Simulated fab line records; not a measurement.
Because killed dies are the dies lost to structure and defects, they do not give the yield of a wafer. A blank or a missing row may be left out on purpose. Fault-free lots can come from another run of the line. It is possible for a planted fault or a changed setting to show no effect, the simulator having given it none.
fab line records | flow nand_harc
[record] lots = 11 wafers = 32 last_day = 27
route steps=1159 shown A_ONON_D1@431 A_CHANNEL_HOLE_D1@467 A_CHANNEL_FILL_D1@492 END@1159
lots that met no fault: from a run of the same line without faults
start_h: hours from the record's first day to the start of the lot's first wafer shown | wait_h: time in hours since the lot's previous step | " repeats the value in the row above | L1.1+2: several wafers, shown together as one row | - either no value or no given start | * or withheld: withheld | < > ~ a bound
route shown NAME@n: a module of which the file shows steps, and the number in the route of the first | usual: average and standard deviation across the fault-free wafers | same: alike in all rows | chamber/n: place in a boat | sites: the reading at each site | _std_site: standard deviation across them | _edge_site: inner sites' mean taken away from outer sites' mean | radius_mm: for every site, how far away it sits from the centre of the wafer | mask NAME#n: copy n | behind: tool/chamber where the wafer was last shaped | hold: reason for holding the lot/hours on hold/outcome of the hold | device: the transistor (n, p or np) that didn't switch | end of line: tests run on the same wafers once the route is complete | a step with no rows: only its recipe | killed: count of dies lost to structure and defects at first sort (not the wafer's yield) | map: shows each die of a wafer: x if killed, . if not, _ if none is there
set.NAME: setting as actually run; set.NAME@STEP: the setting as run at that earlier step | model.NAME: the simulator's own value behind a step, which no gauge read
one table for each step of the route and one row for each wafer, over a sample of lots
services: the hour from which a tool's chamber was out of use, counted from the record's first day as start_h (under 0 if before that day), plus the number of hours and why
[[steps]]
[step NHARC_A_ONON_D1_THK_MEAS_11]
[recipe] thk_meas_gauge = ellipsometry
[usual] thk_nm = 1002/9
// columns lot.wafer tool chamber start_h wait_h thk_nm
L758.1 film_metro-02 - 170.15 - 1002
L758.3 " - " " 1000
L758.4 " - " " 1004
L761.4 film_metro-02 - 186.74 - 1000
L761.5 " - " " 999
L761.6 " - " " 999
L762.1 film_metro-01 - 201.71 - 1015
L762.2 " - " " 1015
L762.4 " - " " 1017
L765.3 film_metro-02 - 216.22 - 1011
L765.5 " - " " 1010
L769.4 film_metro-02 - 251.30 - 1007
L769.5 " - " " 1006
L769.6 " - " " 1006
L773.1 film_metro-01 - 267.44 - 1001
L773.3 " - " " 1001
L773.4 " - " " 1000
L774.2 film_metro-01 - 267.74 - 1005
L774.5 " - " " 1006
L774.6 " - " " 1006
L775.1 film_metro-01 - 279.05 - 1025
L775.2 " - " " 1024
L775.5 " - " " 1024
L778.2 film_metro-01 - 284.06 - 982
L778.5 " - " " 985
L778.6 " - " " 984
L777.1 film_metro-02 - 284.12 - 1009
L777.2 " - " " 1008
L777.6 " - " " 1010
L779.3 film_metro-02 - 302.95 - 1007
L779.4 " - " " 1005
L779.6 " - " " 1008
[step NHARC_A_CHANNEL_HOLE_D1_ETCH_39]
[recipe] target_depth_a = 2600 over_etch_frac = 0.3 time_s = 325 ion_energy_ev = 200 n2_flow_sccm = 150 h2_flow_sccm = 150 ar_flow_sccm = 0 rf_w = 400 bias_w = 150 chemistry = N2/H2
[usual] drypump_motor_current_A = 5.7/0.47 h2_flow_sccm = 150.0/0.45 n2_flow_sccm = 150.0/0.52 oes_product_au = 1.002/0.0086 rf_vpp_V = 430.5/2.3 showerhead_plenum_p_Torr = 2.04/0.079 throttle_valve_pct = 14.171/0.0087
// columns lot.wafer tool chamber start_h wait_h drypump_motor_current_A h2_flow_sccm n2_flow_sccm oes_product_au rf_hours_counter_h rf_vpp_V showerhead_plenum_p_Torr throttle_valve_pct
L758.3 rie_diel-12 0 - - 5.3 149.5 149.3 1.007 9 431.4 2.07 14.185
L758.1 " 1 " " 5.7 150.5 150.1 1.009 9 427.1 1.93 14.150
L758.4 " 2 " " 5.4 150.0 149.8 0.991 8 433.7 2.16 14.172
L761.4 rie_diel-10 1 - - 5.3 149.0 149.9 1.006 1 430.9 2.05 14.162
L761.5 " 3 " " 6.5 149.9 150.5 0.996 - 427.3 1.96 14.169
L761.6 " 0 " " 6.1 150.2 150.1 1.013 - 432.4 2.13 14.171
L762.2 rie_diel-01 1 217.48 0.1 5.2 150.3 150.0 1.012 6 427.3 1.91 14.185
L762.1 " 0 " " 6.3 149.7 150.2 1.002 6 430.0 2.04 14.166
L762.4 " 1 " " 5.2 150.1 149.0 0.998 - 426.6 1.91 14.166
L765.3 rie_diel-01 2 - - 5.7 149.7 149.4 1.008 6 432.4 2.10 14.162
L765.5 " 0 " " 6.3 150.3 148.8 1.005 - 430.3 2.04 14.174
L769.4 rie_diel-01 2 - - 5.7 149.7 150.2 0.986 9 431.4 2.09 14.176
L769.6 " 3 " " 5.5 150.5 150.6 1.005 - 432.1 2.11 14.167
L769.5 " 0 " " 6.3 149.6 149.4 0.996 - 430.2 2.04 14.163
L773.1 rie_diel-01 3 - - 5.5 149.9 149.9 1.016 8 434.2 2.11 14.178
L773.4 " 0 " " 6.3 150.1 149.6 1.013 12 430.4 2.04 14.154
L773.3 " 1 " " 5.2 149.1 150.3 1.013 12 425.6 1.91 14.165
L774.2 rie_diel-12 0 - - 5.3 149.3 150.4 1.007 4 431.4 2.07 14.178
L774.6 " 2 " " 5.4 150.8 151.4 0.986 - 432.2 2.16 14.169
L774.5 " 3 " " 5.1 149.7 149.5 1.006 - 430.4 1.99 14.165
L775.2 rie_diel-01 0 - - 6.3 149.6 149.9 1.010 13 431.5 2.04 14.177
L775.1 " 2 " " 5.7 150.1 150.2 1.001 11 433.2 2.09 14.183
L775.5 " 3 " " 5.5 149.5 150.0 1.016 - 431.1 2.11 14.182
L778.2 rie_diel-01 3 - - 5.5 150.2 150.7 1.014 10 432.1 2.11 14.182
L778.5 " 2 " " 5.7 149.9 150.0 1.006 - 432.5 2.09 14.173
L778.6 " 3 " " 5.5 150.5 150.9 1.015 - 431.6 2.11 14.168
L777.2 rie_diel-10 1 - - 5.3 150.4 149.8 1.001 7 429.3 2.05 14.178
L777.1 " 2 " " 6.4 150.3 150.1 0.991 7 430.1 1.99 14.171
L777.6 " 0 " " 6.1 150.3 149.6 0.998 - 433.3 2.13 14.163
L779.3 rie_diel-12 1 - - 5.7 149.8 149.9 1.006 5 425.0 1.93 14.179
L779.4 " 3 " " 5.1 149.2 149.2 1.014 5 429.6 1.99 14.173
L779.6 " 1 " " 5.7 149.6 150.3 1.008 - 428.2 1.93 14.181
[step NHARC_A_CHANNEL_HOLE_D1_ETCH_23]
[recipe] bias_v = 5000 source_w = withheld pressure_mtorr = 20 time_s = 819 ar_flow_sccm = 375 c4f8_flow_sccm = 89.3 o2_flow_sccm = 35.7 temp_c = -20 target_depth_a = 16000 chemistry = C4F8/O2/Ar
[usual] drypump_motor_current_A = 5.2/0.42 showerhead_plenum_p_Torr = 3.71/0.11 throttle_valve_pct = 32.154/0.0092
// columns lot.wafer tool chamber start_h wait_h drypump_motor_current_A rf_hours_counter_h showerhead_plenum_p_Torr throttle_valve_pct
L758.1 har_etch-02 1 192.12 0.5 6.0 104 3.61 32.141
L758.4 " 1 " " 6.0 - 3.61 32.160
L758.3 " 0 " " 4.8 - 3.87 32.157
L761.4 har_etch-02 1 203.58 0.5 5.9 - 3.61 32.156
L761.5 " 1 " " 5.9 - 3.61 32.167
L761.6 " 0 " " 4.8 - 3.87 32.154
L762.2 har_etch-02 1 222.92 0.5 6.0 119 3.60 32.135
L762.1 " 0 " " 4.8 119 3.87 32.164
L762.4 " 0 " " 4.8 - 3.87 32.158
L765.3 har_etch-02 0 235.58 0.5 4.8 - 3.86 32.166
L765.5 " 1 " " 6.0 - 3.60 32.147
L769.4 har_etch-01 0 267.58 0.5 5.2 - 3.77 32.144
L769.6 " 1 " " 5.0 - 3.60 32.155
L769.5 " 0 " " 5.2 - 3.77 32.141
L773.1 har_etch-01 1 286.11 0.5 5.0 239 3.60 32.161
L773.4 " 0 " " 5.2 - 3.76 32.159
L773.3 " 1 " " 5.0 - 3.60 32.139
L774.2 har_etch-01 0 290.28 0.5 5.2 243 3.76 32.161
L774.5 " 1 " " 5.0 - 3.59 32.145
L774.6 " 0 " " 5.2 - 3.76 32.146
L775.1 har_etch-01 1 294.33 0.5 4.9 247 3.59 32.162
L775.2 " 0 " " 5.2 247 3.76 32.165
L775.5 " 1 " " 4.9 - 3.59 32.166
L778.2 har_etch-01 0 301.05 0.5 5.2 253 3.76 32.151
L778.6 " 0 " " 5.2 - 3.76 32.158
L778.5 " 1 " " 5.0 - 3.59 32.149
L777.2 har_etch-02 0 302.20 0.5 4.8 152 3.85 32.140
L777.1 " 1 " " 5.9 152 3.59 32.154
L777.6 " 0 " " 4.8 - 3.85 32.150
L779.3 har_etch-02 0 319.71 0.5 4.8 - 3.84 32.176
L779.4 " 1 " " 6.0 - 3.58 32.147
L779.6 " 1 " " 5.9 - 3.58 32.160
[step NHARC_A_CHANNEL_HOLE_D1_INSPECT_40]
[usual] raw_defect_count = 62/17
// columns lot.wafer tool chamber start_h wait_h hold raw_defect_count
L758.1 defect_inspect-01 - 196.40 - - 44
L758.3 " - " " - 42
L758.4 " - " " - 51
L761.4 defect_inspect-02 - 207.62 - - 52
L761.5 " - " " - 61
L761.6 " - " " - 51
L762.1 defect_inspect-01 - 227.21 - await_dispo/0.2h/release 47
L762.2 " - " " await_dispo/0.2h/release 843
L762.4 " - " " await_dispo/0.2h/release 86
L762.1 defect_inspect-01 - 227.38 0.2 - 42
L762.2 " - " " - 830
L762.4 " - " " - 83
L765.3 defect_inspect-02 - 239.48 - await_dispo/0.2h/release 40
L765.5 " - " " await_dispo/0.2h/release 876
L765.3 defect_inspect-02 - 239.65 0.2 - 43
L765.5 " - " " - 866
L769.4 defect_inspect-01 - 271.53 - - 60
L769.5 " - " " - 73
L769.6 " - " " - 58
L773.1 defect_inspect-01 - 290.26 - - 50
L773.3 " - " " - 98
L773.4 " - " " - 60
L774.2 defect_inspect-01 - 294.45 - - 76
L774.5 " - " " - 81
L774.6 " - " " - 65
L775.1 defect_inspect-02 - 298.58 - - 100
L775.2 " - " " - 94
L775.5 " - " " - 58
L778.2 defect_inspect-01 - 305.29 - - 74
L778.5 " - " " - 70
L778.6 " - " " - 66
L777.1 defect_inspect-01 - 306.49 - - 70
L777.2 " - " " - 59
L777.6 " - " " - 41
L779.3 defect_inspect-02 - 323.78 - - 45
L779.4 " - " " - 25
L779.6 " - " " - 42
[step NHARC_A_CHANNEL_FILL_D1_ALD_02]
[recipe] target_thk_a = 60 pulse_time_s = 10 ald_cycles = 60 temp_c = 300 material = SiO2
[usual] heater_power_outer_w = 257/26 heater_power_w = 459/35 precursor_pulse_height_rel = 1.000/0.022
// columns lot.wafer tool chamber start_h wait_h heater_power_outer_w heater_power_w precursor_pulse_height_rel
L758.1 ald_hk-03 1 198.45 - 212 421 1.026
L758.3 " 2 " " 220 387 0.961
L758.4 " 3 " " 282 469 0.995
L761.4 ald_hk-04 0 208.04 - 270 442 0.999
L761.6 " 1 " " 282 517 1.026
L761.5 " 2 " " 267 458 1.006
L762.1 ald_hk-01 0 238.00 - 247 428 0.989
L762.4 " 2 " " 300 516 1.018
L762.2 " 3 " " 222 430 1.020
L765.3 ald_hk-03 3 244.17 - 281 458 0.997
L765.5 " 0 " " 266 491 1.000
L769.4 ald_hk-01 1 271.94 - 260 474 1.013
L769.6 " 2 " " 299 497 1.010
L769.5 " 3 " " 225 453 1.014
L773.3 ald_hk-04 3 290.54 - 271 459 0.976
L773.1 " 0 " " 273 427 1.000
L773.4 " 1 " " 285 512 0.988
L774.2 ald_hk-01 2 294.79 - 290 504 1.025
L774.5 " 0 " " 261 454 1.009
L774.6 " 1 " " 254 497 1.025
L775.1 ald_hk-04 2 298.79 - 263 460 1.032
L775.2 " 3 " " 265 468 1.003
L775.5 " 2 " " 267 461 1.006
L778.2 ald_hk-04 1 305.64 - 277 515 1.007
L778.6 " 0 " " 272 451 0.998
L778.5 " 1 " " 271 514 1.066
L777.1 ald_hk-03 2 306.68 - 217 381 0.990
L777.2 " 0 " " 274 482 1.003
L777.6 " 3 " " 286 466 1.019
L779.4 ald_hk-01 0 324.12 - 264 465 1.008
L779.3 " 1 " " 259 489 1.024
L779.6 " 2 " " 288 491 1.049
[step NHARC_END_SORT_01]
[recipe] temp_c = 25
[usual] killed_at_array = 28/11 killed_at_other = 0.9/1.2 killed_at_periphery = 2.6/2.1 killed_dies = 31/11 killed_open = 3.1/1.7 killed_short = 1.9/1.3
[same] gross_dies = 677
// columns lot.wafer tool chamber start_h wait_h killed_at_array killed_at_other killed_at_periphery killed_dies killed_open killed_short
L765.3 prober-01 0 558.39 3.1 8 0 2 10 0 0
L765.5 prober-01 0 559.99 3.7 106 1 3 110 1 4
L762.1 prober-02 0 572.34 2.5 13 0 3 16 4 1
L762.2 prober-02 0 573.14 2.8 107 0 2 109 1 3
L762.4 prober-02 0 574.75 3.4 10 0 4 14 1 2
// killed by level:class
L765.3 A_CHANNEL_HOLE_D1:chamber_film_flake=3 A_SLIT:chamber_film_flake=2 P_ZERO_WELL:chamber_film_flake=1 P_BONDPAD:chamber_film_flake=1 A_STAIRCASE:chamber_film_flake=1 A_WL_FILL:chamber_film_flake=1 A_CONTACT:chamber_film_flake=1
L765.5 A_CHANNEL_HOLE_D1:unspecified=100 A_CHANNEL_FILL_D1:geometric_particle:short=2 P_STI:chamber_film_flake=2 A_CONTACT:chamber_film_flake=2 P_GATE:geometric_particle:short=1 A_ONON_D1:geometric_particle:short=1 A_CONTACT:geometric_particle:open=1 THIN_TSV:chamber_film_flake=1
L762.1 A_STAIRCASE:chamber_film_flake=3 A_CONTACT:chamber_film_flake=3 P_CONTACT:geometric_particle:open=2 A_CHANNEL_HOLE_D1:chamber_film_flake=2 A_ONON_D1:geometric_particle:open=1 A_CHANNEL_FILL_D1:geometric_particle:open=1 A_CONTACT:geometric_particle:short=1 P_STI:chamber_film_flake=1
L762.2 A_CHANNEL_HOLE_D1:unspecified=95 A_CONTACT:chamber_film_flake=5 A_STAIRCASE:chamber_film_flake=3 A_WL_FILL:geometric_particle:short=2 P_M1:geometric_particle:short=1 A_SGD_CUT:geometric_particle:open=1 P_STI:chamber_film_flake=1 A_WL_FILL:chamber_film_flake=1
L762.4 A_CHANNEL_HOLE_D1:chamber_film_flake=4 A_CONTACT:chamber_film_flake=3 A_STAIRCASE:chamber_film_flake=2 P_STI:geometric_particle:open=1 P_CONTACT:geometric_particle:short=1 P_M1:geometric_particle:short=1 P_CONTACT:chamber_film_flake=1 A_WL_FILL:chamber_film_flake=1
[[services]]
// columns tool chamber start_h hours kind
rie_diel-10 - 167.33 1.5 repair
rie_diel-01 0 171.30 - clean
rie_diel-01 1 171.30 - clean
rie_diel-01 2 171.30 - clean
rie_diel-01 3 171.30 - clean
rie_diel-12 1 175.73 6.7 repair
rie_diel-10 - 176.50 9.0 pm
ald_hk-04 - 186.18 10.0 pm
rie_diel-01 0 195.80 - clean
rie_diel-01 1 195.80 - clean
rie_diel-01 2 195.80 - clean
rie_diel-01 3 195.80 - clean
rie_diel-01 3 200.75 34.3 repair
rie_diel-01 2 202.18 19.0 repair
rie_diel-12 - 202.40 9.0 pm
rie_diel-01 0 220.30 - clean
rie_diel-01 1 220.30 - clean
ald_hk-01 - 228.00 10.0 pm
rie_diel-01 0 244.80 - clean
rie_diel-01 1 244.80 - clean
rie_diel-12 - 254.35 0.8 repair
har_etch-02 - 279.79 9.0 repair
har_etch-01 - 305.00 17.0 pm
rie_diel-01 - 314.83 9.0 pm
[[key]]
[first_sign] step = NHARC_A_CHANNEL_HOLE_D1_INSPECT_40 reading = visit direction = added
[effect] step = NHARC_A_CHANNEL_HOLE_D1_INSPECT_40 reading = raw_defect_count direction = up sigmas = 46 usual = 62 struck = 860
[effect] step = NHARC_END_SORT_01 reading = killed_at_array direction = up sigmas = 7.3 usual = 28 struck = 106
[more_kills_born_at] NHARC_A_CHANNEL_HOLE_D1_ETCH_23@har_etch-02 = 189
met_at NHARC_A_CHANNEL_HOLE_D1_ETCH_23
struck_lots L762,L765
struck_wafers L762.2,L765.5
tester_left_out L762,L765
not_acting_at NHARC_A_ONON_D1_THK_MEAS_11,NHARC_A_CHANNEL_HOLE_D1_ETCH_39,NHARC_A_CHANNEL_FILL_D1_ALD_02
onset_between 203.58 222.92
[fault] kind = chamber_particle_source tool = har_etch-02 chamber = 1 onset_h = 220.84 steps = NHARC_A_CHANNEL_HOLE_D1_ETCH_23 rate_per_visit_cm2 = 1.2579 end_h = 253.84
// tester_left_out: of these lots the tester's yield and bins aren't shown, on N5 and GAA mostly nor the transistor test; their killed dies are dies lost to structure and defects alone, not to doping, threshold or leakage, so they don't give the yield
